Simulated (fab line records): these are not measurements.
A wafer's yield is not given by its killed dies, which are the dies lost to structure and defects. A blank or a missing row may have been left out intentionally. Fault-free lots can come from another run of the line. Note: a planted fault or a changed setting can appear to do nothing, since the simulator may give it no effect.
Matching of chambers | flow n5 finfet | N5_BEOL_M2_ALD_98 on ald sin-01: 4 sister chambers
The step deposits SiO2, target thk 2.5 nm, pulse time 1 s, co reactant pulse time 1 s. 4 wafers are shown with their chamber, then 8 later ones without.

== WAFERS, EACH WITH ITS CHAMBER ==
wafer  | chamber | heater power w (W)
L082.3 | 1       | 80
L088.2 | 2       | 71
L088.6 | 3       | 81
L087.1 | 0       | 66

== WAFERS WITHOUT THEIR CHAMBER ==
wafer  | heater power w (W)
L087.4 | 72
L087.5 | 72
L089.2 | 79
L089.4 | 66
L089.6 | 82
L093.2 | 79
L093.4 | 82
L093.5 | 81

== WHICH CHAMBER EACH ONE RAN IN ==
wafer  | from the rows above     | in truth
L087.4 | 2                       | 2
L087.5 | 2                       | 2
L089.2 | can't be placed: 1 or 3 | 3
L089.4 | 0                       | 0
L089.6 | can't be placed: 3 or 1 | 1
L093.2 | can't be placed: 1 or 3 | 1
L093.4 | can't be placed: 3 or 1 | 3
L093.5 | can't be placed: 3 or 1 | 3
3 of 8 placed correctly. Cannot be placed on the basis of these rows: 5; the candidates contain the true chamber in 5. Number placed wrongly: 0.
How it was worked out, from the rows above alone: a wafer's distance from a chamber is the root of the sum, over the readings, of the square of ((its reading less the chamber's mean) divided by the reading's scatter). If the next closest chamber is less than 2 further off than the closest, the wafer can't be placed; otherwise it belongs to the closest. A chamber's mean is the mean of its shown wafers. The scatter: with one shown wafer a chamber, the root of the mean of the squares of how far each hidden wafer lies from its nearest shown one.
